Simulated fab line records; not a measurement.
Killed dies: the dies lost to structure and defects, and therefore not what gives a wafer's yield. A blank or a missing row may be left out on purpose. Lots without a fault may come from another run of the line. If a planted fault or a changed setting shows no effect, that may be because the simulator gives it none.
Split-lot trial + flow n5-finfet + route with 1938 steps; 7 lots, 21 wafers read

ON THE SPLIT
At N5_BEOL_M14_ILD_DEP_00 (deposits SiO2 from TEOS/O2, target thk 1119.3 nm, time 237.4 s), the setting time-s was moved away from the recipe's 237.4 s on 9 of the 21 wafers read, by -7.5% to +13.9%. All remaining wafers had this setting at the recipe value.

Between the split and the reading, the file records no step.

THE READING
M14_ILD_THK (nm), taken at N5_BEOL_M14_THK_MEAS_01. A value of 1118 nm with a standard deviation of 12 nm is what fault-free wafers of this fab line usually give.

| wafer  | tool, chamber at the split | time-s as run, s | against the recipe | M14_ILD_THK, nm | against lot-mates on the recipe |
|--------|----------------------------|------------------|--------------------|-----------------|---------------------------------|
| L077.3 | pecvd-03, 2                | 252.8            | +6.5%              | 1177            | +47                             |
| L077.4 | pecvd-03, 1                | 237.4            | recipe             | 1130            | -                               |
| L077.5 | pecvd-03, 2                | 252.8            | +6.5%              | 1214            | +84                             |
| L079.1 | pecvd-03, 0                | 219.5            | -7.5%              | 1030            | -104                            |
| L079.3 | pecvd-03, 2                | 219.5            | -7.5%              | 1031            | -103                            |
| L079.5 | pecvd-03, 1                | 237.4            | recipe             | 1134            | -                               |
| L080.2 | pecvd-01, 0                | 270.5            | +13.9%             | 1283            | +142                            |
| L080.5 | pecvd-01, 0                | 270.5            | +13.9%             | 1284            | +143                            |
| L080.6 | pecvd-01, 1                | 237.4            | recipe             | 1141            | -                               |
| L085.1 | pecvd-04, 0                | 237.4            | recipe             | 1093            | -                               |
| L085.5 | pecvd-04, 2                | 259.8            | +9.4%              | 1222            | +111                            |
| L085.6 | pecvd-04, 1                | 237.4            | recipe             | 1129            | -                               |
| L088.2 | pecvd-01, 2                | 269.6            | +13.6%             | 1260            | +151                            |
| L088.3 | pecvd-01, 1                | 237.4            | recipe             | 1109            | -                               |
| L088.6 | pecvd-01, 1                | 269.6            | +13.6%             | 1281            | +172                            |
| L092.1 | pecvd-01, 1                | 237.4            | recipe             | 1104            | -                               |
| L092.2 | pecvd-01, 0                | 237.4            | recipe             | 1099            | -                               |
| L092.3 | pecvd-01, 2                | 237.4            | recipe             | 1094            | -                               |
| L095.1 | pecvd-01, 1                | 237.4            | recipe             | 1134            | -                               |
| L095.3 | pecvd-01, 0                | 237.4            | recipe             | 1129            | -                               |
| L095.6 | pecvd-01, 0                | 237.4            | recipe             | 1134            | -                               |

FIT RESULTS
A straight line over all 21 wafers: M14_ILD_THK changes by +11.5 nm for each +1% of time-s; r = +0.98; the points scatter about the line by 15 nm.
The same after taking each lot's own level away (the mean of its wafers on the recipe; 21 wafers): +11.5 nm for each +1%; r = +0.99; scatter 12 nm.
According to that fit, moving time-s by its largest amount changes the reading by 1.6e+02 nm.
The span of the lots' own levels, 1099.0 to 1141.0 nm, comes to 3.5 times the standard deviation stated above.
The two slopes agree, so the slope changes little with the lot-to-lot level.
Check: +161 nm against its lot-mates is what the line predicts for one of the wafers moved furthest among these (+13.9%) when that wafer is left out of the fit. It came out at +142 nm against them.

THE WHOLE CHAIN: every reading that the file lists as answering this split, in the file's order
| step                    | what it does                                                   | reading                                                                             | change (the file's fit)              | r (the file's) |
|-------------------------|----------------------------------------------------------------|-------------------------------------------------------------------------------------|--------------------------------------|----------------|
| N5_BEOL_M14_ILD_DEP_00  | deposits SiO2 from TEOS/O2, target thk 1119.3 nm, time 237.4 s | SiO2_of_BEOL_M14_ILD_DEP_00.thk-nm (the simulator's own value, which no gauge read) | +11.4 nm for each +1% of the setting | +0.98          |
| N5_BEOL_M14_THK_MEAS_01 |                                                                | M14_ILD_THK                                                                         | +11.4 for each +1% of the setting    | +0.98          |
| N5_BEOL_M14_VIA_ETCH_16 | etches SiO2 in C4F8/O2/Ar, target depth 1231.3 nm              | etch.depth-nm (the simulator's own value, which no gauge read)                      | +11.4 nm for each +1% of the setting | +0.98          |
| N5_BEOL_M14_VIA_ETCH_16 | etches SiO2 in C4F8/O2/Ar, target depth 1231.3 nm              | coat_of_BEOL_M14_COAT_04.thk-nm (the simulator's own value, which no gauge read)    | -2.78 nm for each +1% of the setting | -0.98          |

THE FILE'S OWN FIT
M14_ILD_THK changes by +11.4 nm for each +1% of time-s, r = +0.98.
